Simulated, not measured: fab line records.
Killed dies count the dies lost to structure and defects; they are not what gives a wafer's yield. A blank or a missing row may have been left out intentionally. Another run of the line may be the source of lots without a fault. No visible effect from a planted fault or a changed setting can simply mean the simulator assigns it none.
fab line records	flow nand-harc
[record] lots = 5	wafers = 15	last-day = 34
route steps=1302 shown P_GATE@155 END@1302
lots untouched by any fault: they come from a run of this same line in which no faults occurred
start-h: the number of hours between the record's first day and the start of the first shown wafer of the lot	wait-h: hours from the lot's prior step to this one	" identical to the entry in the row above	L1.1+2: several wafers, shown together as one row	- no value, or no start was given	* or withheld: withheld	< > ~ a bound
route shown NAME@n: names a module that has steps shown in the file, with the first one's number in the route	usual: mean/standard deviation of fault-free wafers	same: alike in all rows	chamber/n: place in a boat	sites: per-site readings	_std_site: standard deviation of those values	_edge_site: mean of outer sites minus mean of inner sites	radius-mm: for every site, how far away it sits from the centre of the wafer	mask NAME#n: copy n	behind: the most recent tool/chamber to have shaped the wafer	hold: why the lot was held/for how many hours/how that ended	device: transistor that didn't switch, given as n, p or np	end of line: the same wafers' tests at the end of the route	where a step has no rows: the recipe by itself	killed: count of dies lost to structure and defects at first sort (not the wafer's yield)	map: the dies of a wafer, with x for killed, . for not killed, _ for no die there
set.NAME: the setting the step ran with; set.NAME@STEP: the setting that earlier step ran with	model.NAME: the simulator's own value behind a step, which no gauge read
certain route steps with their lots: each step a table, each wafer a row
services: when a tool's chamber went out of use (start-h, in hours from the record's first day, below 0 if earlier), for how many hours, and the reason
[[steps]]
[step NHARC_P_GATE_ALD_36]
[recipe] target-thk-a = 200	pulse-time-s = 60	ald-cycles = 223	temp-c = 400	material = SiNx
[usual] heater-power-w = 798/79	precursor-pulse-height-rel = 0.996/0.021
lot.wafer	tool	chamber	start-h	wait-h	heater-power-w	precursor-pulse-height-rel
L781.1	ald-sin-04	3	160.29	-	790	0.962
L781.2	"	0	161.35	-	809	1.021
L781.6	"	2	163.46	-	711	1.002
L782.1	ald-sin-01	1	175.29	-	847	0.987
L782.3	"	2	176.35	-	865	0.994
L782.4	"	0	178.46	-	726	1.001
L784.3	ald-sin-04	2	189.26	-	676	0.990
L784.4	"	1	192.48	-	667	0.996
L784.5	"	2	193.56	-	706	0.970
L793.2	ald-sin-04	1	276.99	-	660	1.009
L793.5	"	3	279.84	-	762	0.984
L793.4	"	2	282.69	-	709	0.958
L798.2	ald-sin-02	1	327.13	-	902	0.949
L798.3	"	2	328.20	-	754	1.011
L798.6	"	0	330.33	-	796	0.976
[step NHARC_P_GATE_ETCHBACK_37]
[recipe] target-depth-a = 345	time-s = 17.2	chf3-flow-sccm = 50	o2-flow-sccm = 10	ar-flow-sccm = 200	rf-w = 500	bias-w = 200	chemistry = CHF3/O2
[usual] chamber-pressure-mTorr = 25.001/0.025	drypump-motor-current-A = 5.5/0.35	oes-product-au = 0.95/0.033	rf-vpp-V = 370.7/2.2	showerhead-plenum-p-Torr = 2.41/0.099	throttle-valve-pct = 20.573/0.0092
lot.wafer	tool	chamber	start-h	wait-h	chamber-pressure-mTorr	drypump-motor-current-A	oes-product-au	rf-hours-counter-h	rf-vpp-V	showerhead-plenum-p-Torr	throttle-valve-pct
L781.1	rie-diel-03	0	-	-	25.024	5.3	0.96	2	369.6	2.35	20.569
L781.2	"	1	"	"	25.031	6.0	0.96	2	368.9	2.31	20.585
L781.6	"	2	"	"	25.034	5.3	0.97	-	368.1	2.26	20.560
L782.4	rie-diel-01	0	-	-	25.015	4.9	0.92	8	375.3	2.55	20.563
L782.1	"	1	"	"	24.986	5.4	0.92	8	374.4	2.53	20.579
L782.3	"	3	"	"	24.996	5.8	0.92	10	372.3	2.54	20.579
L784.3	rie-diel-01	0	-	-	25.047	4.9	1.00	9	373.4	2.55	20.572
L784.4	"	1	"	"	25.001	5.4	1.00	9	373.3	2.53	20.571
L784.5	"	1	"	"	25.013	5.4	1.00	-	371.7	2.53	20.572
L793.2	rie-diel-11	0	-	-	25.007	5.9	1.00	2	370.9	2.42	20.564
L793.4	"	2	"	"	24.982	5.9	1.00	2	368.8	2.31	20.562
L793.5	"	1	"	"	24.987	6.0	1.00	-	369.5	2.39	20.568
L798.3	rie-diel-01	1	-	-	25.007	5.4	0.94	6	372.7	2.53	20.594
L798.2	"	0	"	"	24.988	4.9	0.92	7	373.1	2.55	20.571
L798.6	"	2	"	"	24.994	5.6	0.93	-	370.9	2.37	20.575
[step NHARC_P_GATE_STRIP_101]
[recipe] time-s = 20	o2-flow-sccm = 500	ar-flow-sccm = 0	bias-w = 0	chemistry = O2
[usual] chamber-pressure-mTorr = 60.00/0.05	drypump-motor-current-A = 5.5/0.36	oes-product-au = 1.000/0.0069	rf-vpp-V = 57.8/0.91	showerhead-plenum-p-Torr = 3.54/0.14	throttle-valve-pct = 17.036/0.0093
lot.wafer	tool	chamber	start-h	wait-h	chamber-pressure-mTorr	drypump-motor-current-A	oes-product-au	rf-hours-counter-h	rf-vpp-V	showerhead-plenum-p-Torr	throttle-valve-pct
L781.2	rie-diel-03	1	168.85	0.1	60.07	6.0	0.993	2	56.9	3.40	17.040
L781.1	"	3	"	"	59.94	5.1	1.012	3	58.8	3.56	17.034
L781.6	"	0	"	"	59.94	5.3	0.996	-	58.0	3.46	17.043
L782.4	rie-diel-01	3	184.89	0.1	59.96	5.8	0.996	10	58.6	3.72	17.028
L782.3	"	0	"	"	60.01	4.9	1.004	8	60.1	3.74	17.046
L782.1	"	1	"	"	59.86	5.4	1.003	8	58.8	3.72	17.051
L784.3	rie-diel-01	1	198.97	0.1	59.94	5.4	0.988	9	56.5	3.71	17.038
L784.4	"	2	"	"	59.96	5.7	0.989	11	57.2	3.48	17.027
L784.5	"	1	"	"	60.08	5.4	1.001	-	58.5	3.71	17.035
L793.4	rie-diel-11	2	287.39	0.1	60.01	5.9	0.993	2	58.8	3.39	17.023
L793.2	"	0	"	"	60.00	5.9	1.016	2	57.3	3.55	17.041
L793.5	"	1	"	"	59.96	6.0	0.996	-	57.7	3.51	17.042
L798.3	rie-diel-01	3	334.66	0.1	60.05	5.7	1.005	7	58.3	3.72	17.040
L798.2	"	1	"	"	60.06	5.4	1.008	6	56.3	3.71	17.044
L798.6	"	3	"	"	60.01	5.7	0.996	-	55.6	3.72	17.042
[step NHARC_P_GATE_PRECLEAN_97]
[recipe] time-s = 600	temp-c = 120	chemistry = SPM
[step NHARC_P_GATE_SRD_98]
[step NHARC_P_GATE_PRECLEAN_99]
[recipe] time-s = *	temp-c = 50	bath-age-min = 0	chemistry = SC1
[step NHARC_P_GATE_SRD_100]
[step NHARC_P_GATE_DEHYDRATE_38]
[recipe] temp-c = 150	time-s = 120
[step NHARC_P_GATE_HMDS_39]
[recipe] time-s = 30
[step NHARC_P_GATE_COAT_40]
[recipe] spin-rpm = 3000
[step NHARC_P_GATE_SOFTBAKE_41]
[recipe] temp-c = 122	time-s = 95
[step NHARC_P_GATE_EBR_42]
[step NHARC_P_GATE_EXPOSE_43]
[recipe] na = 0.6	target-cd-nm = 720	dose-mj = 14.81	mask-id = P_NSD
lot.wafer	tool	chamber	start-h	wait-h	mask
L781.1+2+6	krf-scanner-04	0	169.48	-	P_NSD#0
L782.1+3+4	krf-scanner-03	0	185.66	-	P_NSD#0
L784.3+4+5	krf-scanner-03	0	199.62	-	P_NSD_R1#0
L793.2+4+5	krf-scanner-04	0	288.03	-	P_NSD#0
L798.2+3+6	krf-scanner-02	0	335.40	-	P_NSD#0
[step NHARC_P_GATE_PEB_44]
[recipe] peb-temp-c = 118	peb-time-s = 85
[step NHARC_P_GATE_DEVELOP_45]
[recipe] time-s = 70
[step NHARC_P_GATE_CD_MEAS_46]
[recipe] target-cd-nm = 720	landing-energy-ev = 500
[usual] cd-nm = 720.5/1.2
lot.wafer	tool	chamber	start-h	wait-h	cd-nm
L781.1	cd-sem-03	0	169.64	-	720.8
L781.2	"	0	"	"	719.2
L781.6	"	0	"	"	720.2
L782.1	cd-sem-02	0	185.81	-	720.3
L782.3	"	0	"	"	721.1
L782.4	"	0	"	"	722.6
L784.3	cd-sem-01	0	199.78	-	667.2
L784.4	"	0	"	"	666.5
L784.5	"	0	"	"	667.0
L793.2	cd-sem-02	0	288.18	-	718.8
L793.4	"	0	"	"	720.7
L793.5	"	0	"	"	718.9
L798.2	cd-sem-02	0	335.55	-	721.1
L798.3	"	0	"	"	721.3
L798.6	"	0	"	"	720.7
[step NHARC_P_GATE_HARDBAKE_47]
[recipe] temp-c = 125	time-s = 80
[step NHARC_P_GATE_DESCUM_48]
[recipe] time-s = 3	o2-flow-sccm = 200	ar-flow-sccm = 0	bias-power-w = 0	chemistry = O2
[usual] chamber-pressure-mTorr = 59.99/0.057	drypump-motor-current-A = 5.6/0.34	oes-product-au = 0.998/0.0071	rf-vpp-V = 57.8/0.97	showerhead-plenum-p-Torr = 1.91/0.078	throttle-valve-pct = 11.311/0.0096
lot.wafer	tool	chamber	start-h	wait-h	chamber-pressure-mTorr	drypump-motor-current-A	oes-product-au	rf-hours-counter-h	rf-vpp-V	showerhead-plenum-p-Torr	throttle-valve-pct	model.P_GATE.cd-nm
L781.1	rie-diel-01	2	169.80	-	59.99	5.7	0.998	8.8	58.9	1.89	11.315	720.7
L781.2	"	1	"	"	59.97	5.3	1.000	7.3	57.7	2.02	11.329	718.6
L781.6	"	3	"	"	60.06	5.7	0.995	-	58.8	2.03	11.325	720
L782.4	rie-diel-11	3	185.97	-	59.99	5.4	0.994	4.4	58.0	1.85	11.313	721.7
L782.3	"	1	"	"	60.08	6.0	1.000	3.8	57.3	1.90	11.317	720.6
L782.1	"	2	"	"	59.97	5.9	1.006	4.4	57.3	1.84	11.326	719.3
L784.3	rie-diel-01	3	199.93	-	60.02	5.7	0.999	10.6	59.8	2.03	11.323	667.1
L784.4	"	0	"	"	59.90	4.9	0.994	9.0	59.0	2.04	11.322	666.4
L784.5	"	0	"	"	60.00	4.9	0.987	-	58.6	2.04	11.301	666.9
L793.4	rie-diel-01	1	288.35	-	59.97	5.4	1.006	4.7	57.6	2.02	11.326	720.7
L793.2	"	3	"	"	60.10	5.7	1.005	4.8	59.5	2.02	11.310	718.6
L793.5	"	0	"	"	59.94	4.9	1.002	-	58.6	2.04	11.307	718.5
L798.2	rie-diel-03	1	335.71	-	59.98	6.0	0.998	2.9	58.2	1.84	11.311	720.8
L798.3	"	2	"	"	60.01	5.3	0.992	2.4	56.5	1.79	11.308	721.1
L798.6	"	2	"	"	59.90	5.3	1.003	-	57.3	1.79	11.307	720.7
[step NHARC_P_GATE_IMPLANT_49]
[recipe] energy-kev = 30	dose-cm2 = 3e+15	tilt-deg = 7
[step NHARC_END_SORT_01]
[recipe] temp-c = 25
[usual] killed-at-array = 53/21	killed-at-other = 1.0/1.3	killed-at-periphery = 3.8/2.4	killed-dies = 58/21	killed-open = 3.4/1.9	killed-short = 2.4/1.5
[same] gross-dies = 677
lot.wafer	tool	chamber	start-h	wait-h	killed-at-array	killed-at-other	killed-at-periphery	killed-dies	killed-open	killed-short
L781.1	prober-02	0	626.74	2.5	55	0	4	59	1	2
L781.2	prober-02	0	627.54	2.8	52	0	4	56	2	1
L781.6	prober-02	0	630.73	4.0	85	1	1	87	3	3
L782.1	prober-02	0	663.59	2.5	15	1	6	22	2	2
L782.3	prober-02	0	665.16	3.1	32	0	6	38	6	1
L782.4	prober-02	0	665.94	3.3	15	0	6	21	2	1
L784.3	prober-01	0	673.09	3.1	45	2	3	50	5	2
L784.4	prober-01	0	673.88	3.4	45	1	2	48	4	2
L784.5	prober-01	0	674.67	3.7	65	2	3	70	6	5
L793.2	prober-01	0	752.22	2.8	55	0	1	56	0	3
L793.4	prober-01	0	753.81	3.4	63	2	0	65	1	3
L793.5	prober-01	0	754.61	3.7	55	1	4	60	4	0
L798.2	prober-01	0	805.85	2.9	62	1	4	67	2	4
L798.3	prober-01	0	806.65	3.2	57	0	4	61	4	0
L798.6	prober-01	0	809.07	4.0	70	0	1	71	4	3
// killed by level:class
L781.1 A_CHANNEL_HOLE_D1:chamber-film-flake=29 A_SLIT:chamber-film-flake=14 A_CHANNEL_HOLE_D2:chamber-film-flake=6 A_CONTACT:chamber-film-flake=4 P_CONTACT:geometric-particle:open=1 P_CONTACT:geometric-particle:short=1 P_M1:geometric-particle:short=1 P_ZERO_WELL:chamber-film-flake=1
L781.2 A_SLIT:chamber-film-flake=18 A_CHANNEL_HOLE_D1:chamber-film-flake=16 A_CHANNEL_HOLE_D2:chamber-film-flake=8 P_ZERO_WELL:chamber-film-flake=2 A_CHANNEL_FILL_D2:chamber-film-flake=2 A_STAIRCASE:chamber-film-flake=2 A_CONTACT:chamber-film-flake=2 P_M0:geometric-particle:short=1
L781.6 A_CHANNEL_HOLE_D1:chamber-film-flake=38 A_SLIT:chamber-film-flake=24 A_CHANNEL_HOLE_D2:chamber-film-flake=13 A_ONON_D2:geometric-particle:short=2 A_CONTACT:chamber-film-flake=2 A_ONON_D1:geometric-particle:open=1 A_ONON_D2:geometric-particle:open=1 A_CHANNEL_FILL_D2:geometric-particle:open=1
L782.1 A_CHANNEL_HOLE_D2:chamber-film-flake=7 P_CONTACT:geometric-particle:short=2 P_ZERO_WELL:chamber-film-flake=2 A_DECK1_JOINT:chamber-film-flake=2 A_CONTACT:chamber-film-flake=2 P_GATE:geometric-particle:open=1 A_M0:geometric-particle:open=1 P_M2:chamber-film-flake=1
L782.3 A_CHANNEL_HOLE_D2:chamber-film-flake=14 A_CONTACT:chamber-film-flake=4 A_CHANNEL_HOLE_D1:chamber-film-flake=3 A_SLIT:chamber-film-flake=3 A_CHANNEL_FILL_D1:geometric-particle:open=2 P_M2:chamber-film-flake=2 A_STAIRCASE:chamber-film-flake=2 P_CONTACT:geometric-particle:short=1
L782.4 A_CHANNEL_HOLE_D2:chamber-film-flake=8 P_M2:chamber-film-flake=3 A_STAIRCASE:chamber-film-flake=3 A_CHANNEL_HOLE_D1:chamber-film-flake=2 P_M1:geometric-particle:open=1 P_M2:geometric-particle:open=1 A_ONON_D1:geometric-particle:short=1 P_ZERO_WELL:chamber-film-flake=1
L784.3 A_SLIT:chamber-film-flake=17 A_CHANNEL_HOLE_D2:chamber-film-flake=10 A_CONTACT:chamber-film-flake=7 A_CHANNEL_HOLE_D1:chamber-film-flake=2 A_M1:chamber-film-flake=2 THIN_TSV:chamber-film-flake=2 P_GATE:geometric-particle:open=1 P_M1:geometric-particle:short=1
L784.4 A_SLIT:chamber-film-flake=16 A_CHANNEL_HOLE_D2:chamber-film-flake=11 A_CONTACT:chamber-film-flake=6 A_M1:chamber-film-flake=4 A_STAIRCASE:chamber-film-flake=2 P_GATE:geometric-particle:open=1 A_CHANNEL_HOLE_D2:geometric-particle:short=1 A_CHANNEL_FILL_D2:geometric-particle:open=1
L784.5 A_SLIT:chamber-film-flake=24 A_CHANNEL_HOLE_D2:chamber-film-flake=15 A_CONTACT:chamber-film-flake=8 A_CHANNEL_HOLE_D1:chamber-film-flake=5 A_STAIRCASE:chamber-film-flake=4 A_ONON_D1:geometric-particle:open=2 P_CONTACT:geometric-particle:open=1 P_M0:geometric-particle:open=1
L793.2 A_SLIT:chamber-film-flake=23 A_CHANNEL_HOLE_D1:chamber-film-flake=15 A_CONTACT:chamber-film-flake=5 A_ZERO_WELL:chamber-film-flake=4 A_STAIRCASE:chamber-film-flake=4 A_ONON_D2:geometric-particle:short=1 A_SGD_CUT:geometric-particle:short=1 A_WL_FILL:geometric-particle:short=1
L793.4 A_CHANNEL_HOLE_D1:chamber-film-flake=20 A_SLIT:chamber-film-flake=19 A_CONTACT:chamber-film-flake=12 A_STAIRCASE:chamber-film-flake=3 A_ZERO_WELL:chamber-film-flake=2 THIN_TSV:chamber-film-flake=2 A_DECK1_JOINT:geometric-particle:short=1 A_WL_FILL:geometric-particle:short=1
L793.5 A_SLIT:chamber-film-flake=28 A_CHANNEL_HOLE_D1:chamber-film-flake=15 A_STAIRCASE:chamber-film-flake=3 P_ZERO_WELL:chamber-film-flake=2 A_BLC:chamber-film-flake=2 A_CONTACT:chamber-film-flake=2 P_M0:geometric-particle:open=1 A_DECK1_JOINT:geometric-particle:open=1
L798.2 A_CHANNEL_HOLE_D2:chamber-film-flake=21 A_SLIT:chamber-film-flake=19 A_CHANNEL_HOLE_D1:chamber-film-flake=10 A_CONTACT:chamber-film-flake=8 P_STI:geometric-particle:short=1 P_M0:geometric-particle:open=1 P_M0:geometric-particle:short=1 A_ONON_D1:geometric-particle:open=1
L798.3 A_SLIT:chamber-film-flake=25 A_CHANNEL_HOLE_D2:chamber-film-flake=14 A_CHANNEL_HOLE_D1:chamber-film-flake=8 P_M1:chamber-film-flake=4 A_CONTACT:chamber-film-flake=4 A_STAIRCASE:chamber-film-flake=2 A_CHANNEL_FILL_D1:geometric-particle:open=1 A_ONON_D2:geometric-particle:open=1
L798.6 A_SLIT:chamber-film-flake=25 A_CHANNEL_HOLE_D2:chamber-film-flake=21 A_CHANNEL_HOLE_D1:chamber-film-flake=10 A_CONTACT:chamber-film-flake=5 A_ONON_D2:geometric-particle:short=2 A_DECK1_JOINT:chamber-film-flake=2 A_ONON_D1:geometric-particle:short=1 A_CHANNEL_FILL_D1:geometric-particle:open=1
[[services]]
tool	chamber	start-h	hours	kind
krf-scanner-03	-	137.88	5.4	repair
rie-diel-03	2	140.20	8.8	repair
rie-diel-03	0	140.22	7.3	repair
krf-scanner-04	-	150.02	3.2	repair
ald-sin-01	2	155.32	14.7	repair
ald-sin-01	-	160.79	1.9	repair
krf-scanner-02	-	165.47	2.3	repair
rie-diel-11	1	179.52	4.2	repair
krf-scanner-04	-	182.00	4.0	pm
rie-diel-11	3	189.08	8.6	repair
rie-diel-01	-	196.79	0.6	repair
rie-diel-11	3	202.24	6.2	repair
rie-diel-01	-	203.83	9.0	pm
krf-scanner-03	-	223.05	8.6	repair
krf-scanner-03	-	255.10	0.6	repair
rie-diel-11	-	255.53	9.0	pm
rie-diel-01	3	260.05	2.4	repair
rie-diel-01	0	271.69	7.7	repair
ald-sin-04	0	275.24	4.3	repair
rie-diel-03	-	281.30	9.0	pm
ald-sin-04	2	317.21	8.0	repair
rie-diel-01	-	321.52	0.3	repair
rie-diel-03	1	324.51	2.9	repair
rie-diel-11	3	330.17	27.5	repair
[[key]]
[first-sign] step = NHARC_P_GATE_EXPOSE_43	reading = mask	direction = changed
[effect] step = NHARC_P_GATE_CD_MEAS_46	reading = cd-nm	direction = down	sigmas = 44	usual = 720.5	struck = 666.9
[model-effect] step = NHARC_P_GATE_DESCUM_48	value = P_GATE.cd-nm	without = 718	struck = 666.8
met-at NHARC_P_GATE_EXPOSE_43
struck-wafers L784.3,L784.4,L784.5
tester-left-out L784
onset-between 185.66 199.62
[fault] kind = wrong-mask	tool = any	chamber = -	onset-h = 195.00	steps = NHARC_P_GATE_EXPOSE_43	aux-copy = P_NSD_R1#0	cd-offset-nm = -51.173	scope = struck-lots-only
// tester-left-out: of these lots the tester's yield and bins aren't shown, on N5 and GAA mostly nor the transistor test; their killed dies are dies lost to structure and defects alone, not to doping, threshold or leakage, so they don't give the yield
